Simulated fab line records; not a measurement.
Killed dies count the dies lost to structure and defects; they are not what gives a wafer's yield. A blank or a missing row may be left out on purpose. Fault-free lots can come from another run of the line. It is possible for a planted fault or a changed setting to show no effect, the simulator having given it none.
Matching of chambers ; flow n5 finfet ; N5_BEOL_M9_STRIP_19 on rie diel-01 has 4 sister chambers
The step strips in O2. 8 wafers are shown with their chamber, then 8 later ones without.

== EACH WAFER AND ITS CHAMBER ==
wafer;chamber;throttle valve pct (%);drypump motor current A (A)
L083.5;1;16.56;6.10
L080.1;1;16.56;6.14
L079.1;2;16.95;5.66
L079.2;0;16.35;5.64
L082.1;2;16.95;5.68
L082.2;3;16.15;5.84
L082.5;0;16.36;5.69
L086.1;3;16.17;5.87

== WAFERS WITH NO CHAMBER GIVEN ==
wafer;throttle valve pct (%);drypump motor current A (A)
L086.2;16.57;6.12
L086.4;16.59;6.12
L087.4;16.16;5.84
L087.5;16.37;5.69
L087.6;16.59;6.14
L097.1;16.62;6.12
L097.3;16.53;5.66
L097.5;16.61;6.12

== EACH ONE'S CHAMBER ==
wafer;from the rows above;in truth
L086.2;1;1
L086.4;1;1
L087.4;3;3
L087.5;0;0
L087.6;1;1
L097.1;1;1
L097.3;1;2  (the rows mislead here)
L097.5;1;1
7 of 8 placed correctly. Number that these rows cannot place: 0. Wrongly placed: 1.
How it was worked out, from the rows above alone: a wafer's distance from a chamber is the root of the sum, over the readings, of the square of ((its reading less the chamber's mean) divided by the reading's scatter). If the next closest chamber is less than 2 further off than the closest, the wafer can't be placed; otherwise it belongs to the closest. The mean given for a chamber averages the wafers shown for that chamber. The scatter is the square root of a quotient: the sum, over the shown wafers, of each reading's squared deviation from its chamber's mean, divided by wafers minus chambers.
